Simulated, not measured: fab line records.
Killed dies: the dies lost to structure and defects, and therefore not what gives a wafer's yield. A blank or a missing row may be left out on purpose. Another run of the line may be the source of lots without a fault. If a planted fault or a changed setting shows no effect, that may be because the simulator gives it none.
Chamber matching    flow nand-harc    rie-diel-13 running NHARC_P_CONTACT_STRIP_28: 4 sister chambers
The step strips in O2. 22 wafers are shown with their chamber, then 11 later ones without.

== WAFERS WITH THEIR CHAMBER ==
wafer   chamber  showerhead-plenum-p-Torr (Torr)  drypump-motor-current-A (A)  rf-vpp-V (V)
L075.4  1        3.76                             5.5                          59.5
L075.5  3        3.44                             5.1                          56.2
L075.6  2        3.74                             6.5                          57.1
L078.2  2        3.73                             6.6                          58.3
L078.4  1        3.76                             5.5                          57.4
L078.6  0        3.75                             5.4                          58.3
L080.1  3        3.44                             5.1                          57.6
L080.5  1        3.76                             5.5                          58.8
L080.6  2        3.73                             6.6                          58.1
L081.1  1        3.76                             5.5                          58.6
L081.4  0        3.75                             5.4                          58.3
L081.6  0        3.75                             5.4                          58.1
L083.3  1        3.76                             5.5                          57.6
L083.4  2        3.73                             6.5                          57.2
L083.5  1        3.76                             5.5                          58.7
L085.1  0        3.75                             5.4                          58.2
L085.5  1        3.76                             5.5                          59.4
L085.6  2        3.73                             6.5                          57.3
L084.2  1        3.76                             5.5                          58.2
L084.4  2        3.73                             6.5                          59.8
L084.5  1        3.76                             5.5                          57.5
L087.2  1        3.76                             5.5                          59.9

SIGNATURES (averages over the wafers above)
reading                   chamber 0  chamber 1  chamber 2  chamber 3  scatter within a chamber
showerhead-plenum-p-Torr  3.7500     3.7600     3.7317     3.4400     0.00215
drypump-motor-current-A   5.400      5.500      6.533      5.100      0.0272
rf-vpp-V                  58.225     58.560     57.967     56.900     0.858
Rule: a wafer lies at a distance from a chamber equal to the root of the sum of squares, over the readings, of (its reading less the chamber's mean, divided by the reading's scatter). If the next closest chamber is less than 2 further off than the closest, the wafer can't be placed; otherwise it belongs to the closest. The scatter: take each reading less its chamber's mean, square it, sum over the shown wafers, divide by the number of wafers less the number of chambers, and take the root.

== WAFERS WITH NO CHAMBER GIVEN ==
wafer   showerhead-plenum-p-Torr (Torr)  drypump-motor-current-A (A)  rf-vpp-V (V)
L087.3  3.44                             5.1                          57.5
L087.6  3.73                             6.5                          58.7
L090.1  3.75                             5.4                          59.3
L090.4  3.76                             5.5                          59.1
L090.6  3.76                             5.5                          58.1
L092.1  3.43                             5.1                          56.5
L092.4  3.75                             5.4                          57.6
L092.6  3.76                             5.5                          57.8
L095.2  3.76                             5.5                          57.7
L095.3  3.73                             6.6                          57.3
L095.5  3.76                             5.5                          58.7

== CHAMBER TAKEN BY EACH ==
wafer   from the rows above  in truth
L087.3  3                    3
L087.6  2                    2
L090.1  0                    0
L090.4  1                    1
L090.6  1                    1
L092.1  3                    3
L092.4  0                    0
L092.6  1                    1
L095.2  1                    1
L095.3  2                    2
L095.5  1                    1
Correct placement for 11 of the 11. Number that these rows cannot place: 0. Wrongly placed: 0.
